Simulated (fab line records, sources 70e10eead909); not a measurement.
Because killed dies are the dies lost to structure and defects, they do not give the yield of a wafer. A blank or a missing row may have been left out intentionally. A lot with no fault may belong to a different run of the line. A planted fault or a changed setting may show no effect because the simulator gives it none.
fab line records	flow nand-harc
[record] lots = 5	wafers = 15	last-day = 23
route steps=1159 shown THIN_TSV@1127 END@1158
lots untouched by any fault: they come from a run of this same line in which no faults occurred
start-h: hours from the record's opening day to when the first of the lot's shown wafers began	wait-h: time in hours since the lot's previous step	" same as the row above	L1.1+2: a row that stands for several wafers	- no value, or no start was given	* or withheld: withheld	< > ~ a bound
route shown NAME@n: NAME is a module with steps in the file, n the number in the route of the first one	usual: average and standard deviation across the fault-free wafers	same: alike in all rows	chamber/n: place in a boat	sites: each site's reading	_std_site: how widely they spread, as a standard deviation	_edge_site: inner sites' mean taken away from outer sites' mean	radius-mm: for every site, how far away it sits from the centre of the wafer	mask NAME#n: copy n	behind: the most recent tool/chamber to have shaped the wafer	hold: the reason the lot was held/the length of the hold in hours/how it ended	device: whichever transistor did not switch (one of n, p or np)	end of line: the route-end tests of the same wafers	a step given without rows: its recipe and nothing more	killed: not the wafer's yield, but the dies lost to structure and defects at the first sort	map: the dies of a wafer, with x for killed, . for not killed, _ for no die there
set.NAME: setting as actually run; set.NAME@STEP: the setting as run at that earlier step	model.NAME: the simulator's own value behind a step, which no gauge read
lots seen at some steps along the route; tables by step, rows by wafer
services: when a tool's chamber went out of use (start-h, in hours from the record's first day, below 0 if earlier), for how many hours, and the reason
[[steps]]
[step NHARC_THIN_TSV_DEGAS_49]
[recipe] temp-c = 300	time-s = 120
[usual] heater-power-w = 466/52
lot.wafer	tool	chamber	start-h	wait-h	heater-power-w
L287.3	pvd-sputter-03	-	427.32	0.1	471
L287.4	"	-	"	"	430
L287.1	"	-	"	"	451
L285.1	pvd-sputter-03	-	433.73	0.1	569
L285.4	"	-	"	"	436
L285.5	"	-	"	"	471
L295.4	pvd-sputter-02	-	485.74	0.1	416
L295.2	"	-	"	"	466
L295.3	"	-	"	"	442
L297.4	pvd-sputter-03	-	503.11	0.1	424
L297.1	"	-	"	"	453
L297.6	"	-	"	"	447
L302.4	pvd-sputter-01	-	526.55	0.1	451
L302.2	"	-	"	"	431
L302.3	"	-	"	"	536
[step NHARC_THIN_TSV_PRE_CLEAN_50]
[recipe] time-s = 30	temp-c = 280	gas = H2/He
[step NHARC_THIN_TSV_PVD_19]
[recipe] target-thk-a = 200	chamber-pressure-pa = 5	material = TaN
[step NHARC_THIN_TSV_PVD_51]
[recipe] target-thk-a = 1000	chamber-pressure-pa = 5	material = Cu
[step NHARC_THIN_TSV_ECD_20]
[recipe] target-thk-a = 20000	material = Cu
[step NHARC_THIN_TSV_ANNEAL_52]
[recipe] temp-c = 225	time-s = 90
[usual] wafer_temp_C_max = 226.3/0.66
lot.wafer	tool	chamber	start-h	wait-h	wafer_temp_C_max
L287.1	rtp-anneal-02	0	428.56	0.5	226.0
L287.3	"	0	"	"	225.6
L287.4	"	0	"	"	225.5
L285.1	rtp-anneal-02	0	434.92	0.6	225.6
L285.4	"	0	"	"	225.5
L285.5	"	0	"	"	225.4
L295.2	rtp-anneal-02	0	486.98	0.7	225.8
L295.3	"	0	"	"	225.7
L295.4	"	0	"	"	225.9
L297.1	rtp-anneal-01	0	504.38	0.6	227.3
L297.4	"	0	"	"	226.5
L297.6	"	0	"	"	226.9
L302.2	rtp-anneal-02	0	527.80	0.7	225.8
L302.3	"	0	"	"	225.4
L302.4	"	0	"	"	225.7
[step NHARC_THIN_TSV_CMP_21]
[recipe] t-overpolish-s = 30	target-thk-nm = 2000
[step NHARC_THIN_TSV_SRD_23]
[step NHARC_THIN_TSV_DEGAS_53]
[recipe] temp-c = 300	time-s = 60
[usual] heater-power-w = 460/50
lot.wafer	tool	chamber	start-h	wait-h	heater-power-w
L287.4	pvd-sputter-03	-	429.36	0.1	471
L287.1	"	-	"	"	423
L287.3	"	-	"	"	456
L285.1	pvd-sputter-01	-	435.72	0.1	458
L285.4	"	-	"	"	420
L285.5	"	-	"	"	452
L295.2	pvd-sputter-01	-	487.74	0.1	433
L295.4	"	-	"	"	425
L295.3	"	-	"	"	529
L297.4	pvd-sputter-03	-	505.21	0.1	572
L297.1	"	-	"	"	418
L297.6	"	-	"	"	581
L302.4	pvd-sputter-02	-	528.54	0.1	451
L302.3	"	-	"	"	423
L302.2	"	-	"	"	464
[step NHARC_THIN_TSV_PRE_CLEAN_54]
[recipe] time-s = 30	temp-c = 280	gas = H2/He
[usual] heater-power-w = 409/46
lot.wafer	tool	chamber	start-h	wait-h	heater-power-w
L287.4	pvd-sputter-03	-	429.43	0.1	378
L287.1	"	-	"	"	395
L287.3	"	-	"	"	506
L285.1	pvd-sputter-01	-	435.81	0.1	363
L285.4	"	-	"	"	467
L285.5	"	-	"	"	372
L295.4	pvd-sputter-01	-	487.82	0.1	376
L295.2	"	-	"	"	398
L295.3	"	-	"	"	373
L297.1	pvd-sputter-03	-	505.32	0.1	366
L297.4	"	-	"	"	395
L297.6	"	-	"	"	398
L302.2	pvd-sputter-02	-	528.62	0.0	409
L302.4	"	-	"	"	387
L302.3	"	-	"	"	395
[step NHARC_THIN_TSV_PVD_55]
[recipe] target-thk-a = 500	material = TiN
[step NHARC_THIN_TSV_PVD_24]
[recipe] target-thk-a = 8000	power-w = withheld	chamber-pressure-pa = withheld	substrate-temp-c = withheld	time-s = withheld	gas = Ar	material = Al
lot.wafer	tool	chamber	start-h	wait-h
L287.1+4+3	pvd-sputter-03	-	429.66	0.1
L285.4+1+5	pvd-sputter-01	-	436.02	0.1
L295.3+2+4	pvd-sputter-01	-	488.09	0.2
L297.4+1+6	pvd-sputter-03	-	505.71	0.2
L302.4+2+3	pvd-sputter-02	-	528.90	0.1
[step NHARC_THIN_TSV_DEHYDRATE_25]
[recipe] temp-c = 150	time-s = 120
[step NHARC_THIN_TSV_HMDS_26]
[recipe] time-s = 30
[step NHARC_THIN_TSV_COAT_27]
[recipe] spin-rpm = *
[step NHARC_THIN_TSV_SOFTBAKE_28]
[recipe] temp-c = 122	time-s = 95
[step NHARC_THIN_TSV_EBR_29]
[step NHARC_THIN_TSV_EXPOSE_30]
[recipe] na = 0.55	dose-mj = 11.47	mask-id = PAD
[step NHARC_THIN_TSV_PEB_31]
[recipe] peb-temp-c = 118	peb-time-s = 85
[step NHARC_THIN_TSV_DEVELOP_32]
[recipe] time-s = 70
[step NHARC_THIN_TSV_CD_MEAS_33]
[recipe] target-cd-nm = 5000	landing-energy-ev = 500
[usual] cd-nm = 4999.5/1.5
lot.wafer	tool	chamber	start-h	wait-h	cd-nm
L287.1	cd-sem-01	0	430.50	-	4999.1
L287.3	"	0	"	"	4998.5
L287.4	"	0	"	"	4999.2
L285.1	cd-sem-02	0	436.86	-	4999.4
L285.4	"	0	"	"	4998.9
L285.5	"	0	"	"	4999.6
L295.2	cd-sem-02	0	488.76	-	5003.5
L295.3	"	0	"	"	4999.9
L295.4	"	0	"	"	5001.7
L297.1	cd-sem-02	0	506.37	-	5000.9
L297.4	"	0	"	"	5000.3
L297.6	"	0	"	"	5002.2
L302.2	cd-sem-02	0	529.57	-	5000.4
L302.3	"	0	"	"	4999.2
L302.4	"	0	"	"	4998.4
[step NHARC_THIN_TSV_HARDBAKE_34]
[recipe] temp-c = 125	time-s = 80
[step NHARC_THIN_TSV_DESCUM_35]
[recipe] time-s = 3	o2-flow-sccm = 200	ar-flow-sccm = 0	bias-power-w = 0	chemistry = O2
[step NHARC_THIN_TSV_ETCH_59]
[recipe] target-depth-a = 8800	icp-w = 900	bias-w = 100	Cl2_flow_sccm = 60	bcl3-flow-sccm = 30	time-s = 138.1	chemistry = Cl2/BCl3
[usual] chamber-pressure-mTorr = 10.000/0.01	drypump-motor-current-A = 5.98/0.19	oes-product-au = 1.000/0.0076	throttle-valve-pct = 22.267/0.0099
lot.wafer	tool	chamber	start-h	wait-h	chamber-pressure-mTorr	drypump-motor-current-A	oes-product-au	rf-hours-counter-h	throttle-valve-pct
L287.1	rie-metal-03	1	430.79	0.1	9.997	6.08	0.989	4.2	22.269
L287.3	"	1	"	"	10.003	6.07	1.005	-	22.271
L287.4	"	1	"	"	9.991	6.08	0.992	-	22.282
L285.1	rie-metal-01	0	437.15	0.1	10.007	5.79	0.990	2.8	22.277
L285.4	"	0	"	"	10.002	5.77	0.993	-	22.260
L285.5	"	1	"	"	10.000	6.06	0.997	-	22.267
L295.2	rie-metal-02	1	489.04	0.1	9.998	5.63	1.005	2.5	22.279
L295.4	"	1	"	"	10.003	5.66	1.011	-	22.268
L295.3	"	0	"	"	9.999	5.93	1.000	-	22.264
L297.1	rie-metal-03	0	506.70	0.2	10.006	6.20	0.991	0.7	22.251
L297.4	"	1	"	"	10.004	6.09	1.011	-	22.276
L297.6	"	0	"	"	9.984	6.19	1.006	-	22.258
L302.2	rie-metal-03	1	529.89	0.1	10.005	6.10	1.001	1.2	22.245
L302.3	"	0	"	"	10.008	6.21	1.000	-	22.262
L302.4	"	1	"	"	9.999	6.07	1.002	-	22.277
[step NHARC_THIN_TSV_ETCH_36]
[recipe] target-depth-a = 650	over-etch-frac = 0.3	time-s = 18.571	ion-energy-ev = 150	chemistry = Cl2/BCl3
[step NHARC_THIN_TSV_STRIP_56]
[recipe] power-w = 1500	temp-c = 250	chemistry = O2
[step NHARC_THIN_TSV_STRIP_57]
[recipe] time-s = 1200	temp-c = 72.5	chemistry = post-etch-residue-remover
[step NHARC_THIN_TSV_CD_MEAS_37]
[usual] cd-nm = 4999.3/1.9
lot.wafer	tool	chamber	start-h	wait-h	cd-nm
L287.1	cd-sem-03	-	432.22	-	4999.8
L287.3	"	-	"	"	4997.1
L287.4	"	-	"	"	4998.3
L285.1	cd-sem-03	-	438.45	-	5000.3
L285.4	"	-	"	"	4998.5
L285.5	"	-	"	"	4998.6
L295.2	cd-sem-03	-	490.19	-	5003.3
L295.3	"	-	"	"	4999.6
L295.4	"	-	"	"	5002.6
L297.1	cd-sem-02	-	507.84	-	5002.3
L297.4	"	-	"	"	5002.4
L297.6	"	-	"	"	5003.3
L302.2	cd-sem-01	-	531.02	-	5001.2
L302.3	"	-	"	"	5001.0
L302.4	"	-	"	"	4998.4
[step NHARC_THIN_TSV_ANNEAL_58]
[recipe] temp-c = 400	time-s = 1800
[step NHARC_THIN_TSV_INSPECT_40]
[usual] raw-defect-count = 482/82
lot.wafer	tool	chamber	start-h	wait-h	raw-defect-count
L287.1	defect-inspect-01	-	439.04	0.4	454
L287.3	"	-	"	"	521
L287.4	"	-	"	"	571
L285.1	defect-inspect-01	-	442.67	0.4	434
L285.4	"	-	"	"	439
L285.5	"	-	"	"	478
L295.2	defect-inspect-02	-	494.40	0.4	590
L295.3	"	-	"	"	528
L295.4	"	-	"	"	463
L297.1	defect-inspect-02	-	514.09	0.4	441
L297.4	"	-	"	"	412
L297.6	"	-	"	"	448
L302.2	defect-inspect-01	-	535.23	0.4	435
L302.3	"	-	"	"	439
L302.4	"	-	"	"	443
[step NHARC_END_WLT_00]
[usual] VT_DECK1_BOTTOM = 0.868/0.0078	VT_DECK1_BOTTOM_INNER = 0.868/0.0069	VT_DECK1_MEDIAN_NEAR_BOTTOM = 0.870/0.0076	VT_DECK1_MEDIAN_NEAR_BOTTOM_INNER = 0.869/0.007	VT_DECK1_MIDDLE = 0.882/0.007	VT_DECK1_MIDDLE_INNER = 0.881/0.0072	VT_DECK1_TOP = 0.892/0.0077	VT_DECK1_TOP_INNER = 0.892/0.0074
lot.wafer	tool	chamber	start-h	wait-h	VT_DECK1_BOTTOM	VT_DECK1_BOTTOM_INNER	VT_DECK1_MEDIAN_NEAR_BOTTOM	VT_DECK1_MEDIAN_NEAR_BOTTOM_INNER	VT_DECK1_MIDDLE	VT_DECK1_MIDDLE_INNER	VT_DECK1_TOP	VT_DECK1_TOP_INNER
L287.1	prober-02	-	439.10	0.1	0.869	0.865	0.870	0.872	0.875	0.885	0.890	0.889
L287.3	"	-	440.11	1.1	0.874	0.870	0.881	0.875	0.886	0.881	0.895	0.895
L287.4	"	-	"	"	0.867	0.876	0.867	0.868	0.880	0.879	0.895	0.887
L285.1	prober-01	-	447.02	4.3	0.872	0.865	0.881	0.858	0.882	0.884	0.901	0.905
L285.4	"	-	448.51	5.8	0.870	0.869	0.880	0.870	0.897	0.884	0.902	0.896
L285.5	"	-	"	"	0.875	0.874	0.882	0.873	0.888	0.887	0.896	0.903
L295.2	prober-01	-	494.94	0.5	0.873	0.874	0.873	0.876	0.885	0.888	0.894	0.898
L295.3	"	-	"	"	0.870	0.863	0.872	0.874	0.880	0.886	0.902	0.898
L295.4	"	-	"	"	0.875	0.858	0.874	0.874	0.892	0.883	0.900	0.893
L297.1	prober-02	-	514.16	0.1	0.862	0.875	0.876	0.867	0.888	0.875	0.892	0.893
L297.4	"	-	515.65	1.6	0.869	0.869	0.877	0.876	0.886	0.888	0.888	0.900
L302.2	prober-01	-	535.78	0.5	0.863	0.859	0.856	0.857	0.870	0.878	0.882	0.880
L302.3	"	-	"	"	0.861	0.859	0.856	0.860	0.874	0.874	0.887	0.886
L302.4	"	-	"	"	0.869	0.857	0.859	0.855	0.874	0.879	0.886	0.889
[step NHARC_END_SORT_01]
[recipe] temp-c = 25
[usual] defect-limited-yield = 95.8/1.2	killed-at-array = 24/7.4	killed-at-other = 0.5/0.81	killed-at-periphery = 3.4/2.3	killed-dies = 28/8	killed-open = 3.4/1.8	killed-short = 2.0/1.4	sort_bin_2_pct = 1.3/0.54	sort_bin_3_pct = 0.23/0.2	sort_bin_4_pct = 2.7/0.77	sort-n-pass = 649/8	sort-rim-yield-pct = 94.2/2.7	sort-yield-pct = 95.8/1.2
[same] gross-dies = 677	sort_bin_5_pct[%] = 0	sort_bin_6_pct[%] = 0	sort_bin_7_pct[%] = 0	sort_bin_8_pct[%] = 0	sort-rim-n-gross = 106.00
lot.wafer	tool	chamber	start-h	wait-h	hold	defect-limited-yield[%]	killed-at-array	killed-at-other	killed-at-periphery	killed-dies	killed-open	killed-short	sort_bin_2_pct[%]	sort_bin_3_pct[%]	sort_bin_4_pct[%]	sort-n-pass	sort-rim-yield-pct[%]	sort-yield-pct[%]
L287.1	prober-02	0	442.13	2.5	-	97.2	17	0	2	19	2	3	0.4	0.30	2.1	658	97.2	97.2
L287.3	prober-02	0	443.73	3.1	-	96.0	25	0	2	27	4	2	1.5	0	2.5	650	95.3	96.0
L287.4	prober-02	0	444.54	3.4	-	95.9	22	0	6	28	6	1	1.2	0.30	2.7	649	99.1	95.9
L285.1	prober-01	0	449.99	2.5	-	96.8	20	1	1	22	4	3	0.1	0	3.1	655	97.2	96.8
L285.4	prober-01	0	452.35	3.4	-	97.3	15	1	2	18	2	1	0.3	0.15	2.2	659	95.3	97.3
L285.5	prober-01	0	453.14	3.6	-	97.0	18	0	2	20	2	2	1.3	0.15	1.5	657	98.1	97.0
L295.2	prober-01	0	498.26	2.8	-	95.4	21	0	10	31	2	6	1.6	0.15	2.8	646	94.3	95.4
L295.3	prober-01	0	499.07	3.1	-	95.0	26	0	8	34	3	2	1.8	0.15	3.1	643	96.2	95.0
L295.4	prober-01	0	499.88	3.4	-	94.7	32	0	4	36	4	2	1.5	0	3.8	641	95.3	94.7
L297.1	prober-02	0	517.14	2.5	await-dispo/5.3h/release	97.0	13	0	7	20	4	1	1.0	0	1.9	657	98.1	97.0
L297.4	prober-02	0	519.48	3.3	await-dispo/5.3h/release	96.3	19	0	6	25	4	3	1.6	0.15	1.9	652	97.2	96.3
L297.6	prober-02	0	521.04	3.9	await-dispo/5.3h/release	0	15	657	5	677	8	2	1.2	96.90	1.9	0	0	0
L302.2	prober-01	0	539.09	2.8	-	96.3	19	2	4	25	3	3	1.0	0.30	2.4	652	88.7	96.3
L302.3	prober-01	0	539.88	3.1	-	96.0	22	0	5	27	6	0	1.6	0	2.4	650	94.3	96.0
L302.4	prober-01	0	540.68	3.4	-	95.1	28	1	4	33	3	2	1.8	0.15	3.0	644	90.6	95.1
// killed by level:class
L287.1 A_SLIT:chamber-film-flake=5 A_CONTACT:chamber-film-flake=5 A_WL_FILL:chamber-film-flake=2 P_GATE:geometric-particle:short=1 A_SGD_CUT:geometric-particle:short=1 A_CONTACT:geometric-particle:short=1 A_CONTACT:geometric-particle:open=1 A_M1:geometric-particle:open=1
L287.3 A_SLIT:chamber-film-flake=11 A_CONTACT:geometric-particle:open=4 A_CHANNEL_HOLE_D1:chamber-film-flake=3 A_WL_FILL:chamber-film-flake=2 A_CHANNEL_HOLE_D1:geometric-particle:short=1 A_M0:geometric-particle:short=1 P_ZERO_WELL:chamber-film-flake=1 P_GATE:chamber-film-flake=1
L287.4 A_SLIT:chamber-film-flake=9 A_WL_FILL:chamber-film-flake=3 P_M1:geometric-particle:open=2 P_CONTACT:chamber-film-flake=2 A_CHANNEL_HOLE_D1:chamber-film-flake=2 A_CONTACT:chamber-film-flake=2 P_CONTACT:geometric-particle:open=1 P_CONTACT:geometric-particle:short=1
L285.1 A_CHANNEL_HOLE_D1:chamber-film-flake=4 A_STAIRCASE:chamber-film-flake=3 A_BLC:chamber-film-flake=3 A_WL_FILL:chamber-film-flake=2 P_M0:geometric-particle:open=1 A_ONON_D1:geometric-particle:open=1 A_CHANNEL_FILL_D1:geometric-particle:short=1 A_CHANNEL_FILL_D1:geometric-particle:open=1
L285.4 A_BLC:chamber-film-flake=7 A_CHANNEL_HOLE_D1:chamber-film-flake=3 A_CONTACT:geometric-particle:open=2 P_GATE:geometric-particle:short=1 P_BONDPAD:chamber-film-flake=1 A_ZERO_WELL:chamber-film-flake=1 A_WL_FILL:chamber-film-flake=1 A_CONTACT:chamber-film-flake=1
L285.5 A_CHANNEL_HOLE_D1:chamber-film-flake=6 A_CONTACT:chamber-film-flake=3 A_BLC:chamber-film-flake=3 P_CONTACT:geometric-particle:open=2 A_ZERO_WELL:chamber-film-flake=2 A_STAIRCASE:chamber-film-flake=2 A_ONON_D1:geometric-particle:short=1 A_WL_FILL:geometric-particle:short=1
L295.2 A_SLIT:chamber-film-flake=9 P_ZERO_WELL:chamber-film-flake=7 A_CHANNEL_FILL_D1:geometric-particle:short=3 A_WL_FILL:geometric-particle:short=3 P_STI:chamber-film-flake=2 A_WL_FILL:chamber-film-flake=2 P_CONTACT:geometric-particle:open=1 A_CHANNEL_HOLE_D1:geometric-particle:open=1
L295.3 A_SLIT:chamber-film-flake=11 A_CHANNEL_HOLE_D1:chamber-film-flake=4 P_ZERO_WELL:chamber-film-flake=3 A_STAIRCASE:chamber-film-flake=3 A_CONTACT:chamber-film-flake=3 P_STI:chamber-film-flake=2 P_CONTACT:geometric-particle:open=1 P_M0:geometric-particle:open=1
L295.4 A_SLIT:chamber-film-flake=10 A_CHANNEL_HOLE_D1:chamber-film-flake=6 A_STAIRCASE:chamber-film-flake=5 A_CONTACT:chamber-film-flake=4 A_WL_FILL:chamber-film-flake=2 P_STI:geometric-particle:short=1 P_GATE:geometric-particle:open=1 A_ONON_D1:geometric-particle:open=1
L297.1 P_ZERO_WELL:chamber-film-flake=4 A_M0:geometric-particle:open=3 A_CHANNEL_HOLE_D1:chamber-film-flake=3 P_STI:chamber-film-flake=2 A_STAIRCASE:chamber-film-flake=2 A_ONON_D1:geometric-particle:short=1 A_SGD_CUT:geometric-particle:open=1 P_GATE:chamber-film-flake=1
L297.4 A_CHANNEL_HOLE_D1:chamber-film-flake=6 A_WL_FILL:chamber-film-flake=5 P_ZERO_WELL:chamber-film-flake=3 A_STAIRCASE:chamber-film-flake=3 A_CHANNEL_FILL_D1:geometric-particle:short=2 A_CONTACT:geometric-particle:open=2 P_STI:geometric-particle:short=1 P_GATE:geometric-particle:open=1
L297.6 THIN_TSV:area-pvd=654 A_CHANNEL_HOLE_D1:chamber-film-flake=4 A_CONTACT:geometric-particle:open=3 A_STAIRCASE:chamber-film-flake=3 A_M0:geometric-particle:open=2 STARTING-WAFER:geometric-particle:open=2 P_STI:chamber-film-flake=2 P_M1:geometric-particle:short=1
L302.2 A_CHANNEL_HOLE_D1:chamber-film-flake=10 A_CONTACT:chamber-film-flake=3 P_STI:chamber-film-flake=2 THIN_TSV:chamber-film-flake=2 P_M0:geometric-particle:short=1 P_CONTACT:geometric-particle:open=1 A_SOURCE_PLATE:geometric-particle:short=1 A_ONON_D1:geometric-particle:short=1
L302.3 A_CHANNEL_HOLE_D1:chamber-film-flake=10 A_CONTACT:chamber-film-flake=3 P_ZERO_WELL:chamber-film-flake=2 A_CHANNEL_FILL_D1:chamber-film-flake=2 A_STAIRCASE:chamber-film-flake=2 P_STI:geometric-particle:open=1 P_GATE:geometric-particle:open=1 A_CHANNEL_FILL_D1:geometric-particle:open=1
L302.4 A_CHANNEL_HOLE_D1:chamber-film-flake=20 A_CONTACT:chamber-film-flake=3 P_STI:chamber-film-flake=2 P_M0:geometric-particle:open=1 A_WL_FILL:geometric-particle:open=1 A_CONTACT:geometric-particle:short=1 A_M0:geometric-particle:open=1 STARTING-WAFER:geometric-particle:short=1
// map L297.6 (x killed, . not)
____________x____________
_________xxxxxxx_________
_______xxxxxxxxxxx_______
______xxxxxxxxxxxxx______
_____xxxxxxxxxxxxxxx_____
____xxxxxxxxxxxxxxxxx____
____xxxxxxxxxxxxxxxxx____
___xxxxxxxxxxxxxxxxxxx___
___xxxxxxxxxxxxxxxxxxx___
__xxxxxxxxxxxxxxxxxxxxx__
__xxxxxxxxxxxxxxxxxxxxx__
_xxxxxxxxxxxxxxxxxxxxxxx_
_xxxxxxxxxxxxxxxxxxxxxxx_
_xxxxxxxxxxxxxxxxxxxxxxx_
_xxxxxxxxxxxxxxxxxxxxxxx_
_xxxxxxxxxxxxxxxxxxxxxxx_
xxxxxxxxxxxxxxxxxxxxxxxxx
xxxxxxxxxxxxxxxxxxxxxxxxx
xxxxxxxxxxxxxxxxxxxxxxxxx
xxxxxxxxxxxxxxxxxxxxxxxxx
xxxxxxxxxxxxxxxxxxxxxxxxx
_xxxxxxxxxxxxxxxxxxxxxxx_
_xxxxxxxxxxxxxxxxxxxxxxx_
_xxxxxxxxxxxxxxxxxxxxxxx_
_xxxxxxxxxxxxxxxxxxxxxxx_
_xxxxxxxxxxxxxxxxxxxxxxx_
__xxxxxxxxxxxxxxxxxxxxx__
__xxxxxxxxxxxxxxxxxxxxx__
___xxxxxxxxxxxxxxxxxxx___
___xxxxxxxxxxxxxxxxxxx___
____xxxxxxxxxxxxxxxxx____
____xxxxxxxxxxxxxxxxx____
_____xxxxxxxxxxxxxxx_____
______xxxxxxxxxxxxx______
_______xxxxxxxxxxx_______
_________xxxxxxx_________
____________x____________
// map L287.4 (x killed, . not)
____________.____________
_________......._________
_______....xx....._______
______.....xx......______
_____....x.x........_____
____.......x.........____
____.....x...........____
___..xx.x.x...........___
___...................___
__.........x...........__
__................x....__
_....x...........x......_
_......................._
_............x.........._
_......................._
_......................._
.........................
.........................
..x............x.........
.........................
.........................
_x............x........._
_...........x..........._
_......................._
_.....................x._
_...........x..........._
__......x..............__
__........x............__
___..........x........___
___...................___
____.................____
____.................____
_____..............._____
______......x......______
_______..........._______
_________......._________
____________.____________
[[services]]
tool	chamber	start-h	hours	kind
rie-metal-02	1	404.98	17.1	repair
rie-metal-01	0	412.54	4.8	repair
rie-metal-03	0	414.92	17.5	repair
pvd-sputter-01	-	437.04	1.4	repair
rie-metal-03	-	453.00	9.0	pm
rie-metal-03	0	453.00	9.0	vent-cycle
rie-metal-03	1	453.00	9.0	vent-cycle
pvd-sputter-03	-	458.00	10.0	pm
rie-metal-03	0	462.00	-	clean
rie-metal-03	1	462.00	-	clean
pvd-sputter-01	-	503.72	3.3	repair
rie-metal-01	-	509.00	9.0	pm
rie-metal-01	0	509.00	9.0	vent-cycle
rie-metal-01	1	509.00	9.0	vent-cycle
pvd-sputter-01	-	514.01	10.0	pm
rie-metal-01	0	518.00	-	clean
rie-metal-01	1	518.00	-	clean
[[key]]
[first-sign] step = NHARC_END_SORT_01	reading = killed-at-other	direction = up	sigmas = 99+	usual = 0.5	struck = 657
[effect] step = NHARC_END_SORT_01	reading = sort_bin_3_pct	direction = up	sigmas = 99+	usual = 0.23	struck = 96.90
[more-kills-born-at] NHARC_THIN_TSV_PVD_24@pvd-sputter-03 = 654
met-at NHARC_THIN_TSV_PVD_24
struck-wafers L297.6
later-rows-left-out L297.6
onset-between 429.66 505.71
[fault] kind = process-parameter-drift	tool = pvd-sputter-03	chamber = -	onset-h = 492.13	steps = NHARC_THIN_TSV_PVD_24	channel = target-thk-a	offset = *	shape = step	end-h = 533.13	acts-in = *	stated = *	scope = struck-wafers-only
// later-rows-left-out: the simulator's readings of these wafers behind a module that went badly wrong aren't trusted and aren't shown, but for the sort
